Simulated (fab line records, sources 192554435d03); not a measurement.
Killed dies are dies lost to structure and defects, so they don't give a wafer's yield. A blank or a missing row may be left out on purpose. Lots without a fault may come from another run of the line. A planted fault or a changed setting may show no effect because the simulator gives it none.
Problem report in the 8D (eight disciplines) form, filled by code | flow n5_finfet | the parts of the form that need people (team, actions taken, sign-off) are left out

1. THE PROBLEM
spin_speed_rpm at N5_BEOL_M9_COAT_63 reads a mean of 1714.7 rpm on 6 wafers of 2 lots; wafers without a fault read 1500.2 rpm with a standard deviation of 0.95. That is +99 or more standard deviations from the usual mean.
The step: time 60 s, resist thk 60 nm.
First seen on wafer L273.3, day 13 22:33, on litho_track-03. The record holds 35 wafers of 12 lots with a number at this step. Rule for "out", or "out of limits": more than 4 standard deviations from the usual mean. The other wafers with a number count as sound.

2. WHAT IT IS AND WHAT IT IS NOT
question                    | is                     | is not
which readings at this step | spin_speed_rpm         | resist_line_temp_C
which lots                  | L273, L274             | L264, L268, L276, L279, L280, L281, L282, L284, L285, L286
which wafers of those lots  | all that have a number | -
read on which tools         | litho_track-03         | litho_track-01, litho_track-05
when                        | from day 13 22:33      | up to then (6 sound wafers); but 23 sound wafers of L276, L279, L280, L281, L282, L284, L285, L286 came after

3. SUSPECTS, AND WHAT RULES EACH OUT
Counting: a tool at a process step up to the reading stays a suspect if it ran every lot that is out and no sound lot after the first of them.
- litho_track-03 at N5_BEOL_M9_COAT_63 (time 60 s, resist thk 60 nm): ruled out as a lasting fault. Sound lots L285 ran on it after its first lot that is out, L273 (day 13 22:33).
Left after counting: nothing in the record.

4. THE CAUSE (what the simulator had put in)
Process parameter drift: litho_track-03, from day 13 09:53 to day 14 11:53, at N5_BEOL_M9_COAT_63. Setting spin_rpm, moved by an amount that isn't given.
Counting ruled it out, wrongly.

5. THE CHAIN OF EFFECTS, in route order
Each row: a reading whose mean over the struck wafers that have a number lies more than 3 standard deviations from the usual. Only readings for which the record gives a usual standard deviation are gone through. hours: the time from each lot's start at the first step in this table that gives one to its start at this step, as a median over the lots. sigmas: the change in usual standard deviations.
hours | step               | reading        | usual      | on struck wafers | change | sigmas
0     | N5_BEOL_M9_COAT_63 | spin_speed_rpm | 1500.2 rpm | 1714.7           | +214.5 | +99 or more
The process steps in it:
- N5_BEOL_M9_COAT_63: time 60 s, resist thk 60 nm.
Later measuring or inspecting steps at which every struck wafer that the step has a row for has a number for every such reading, and none has moved that far: N5_BEOL_M9_INSPECT_30.

6. WHAT WOULD HAVE CAUGHT IT SOONER
In this record the first reading out of limits was taken at day 13 22:33, 13 hours after the fault began at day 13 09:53.
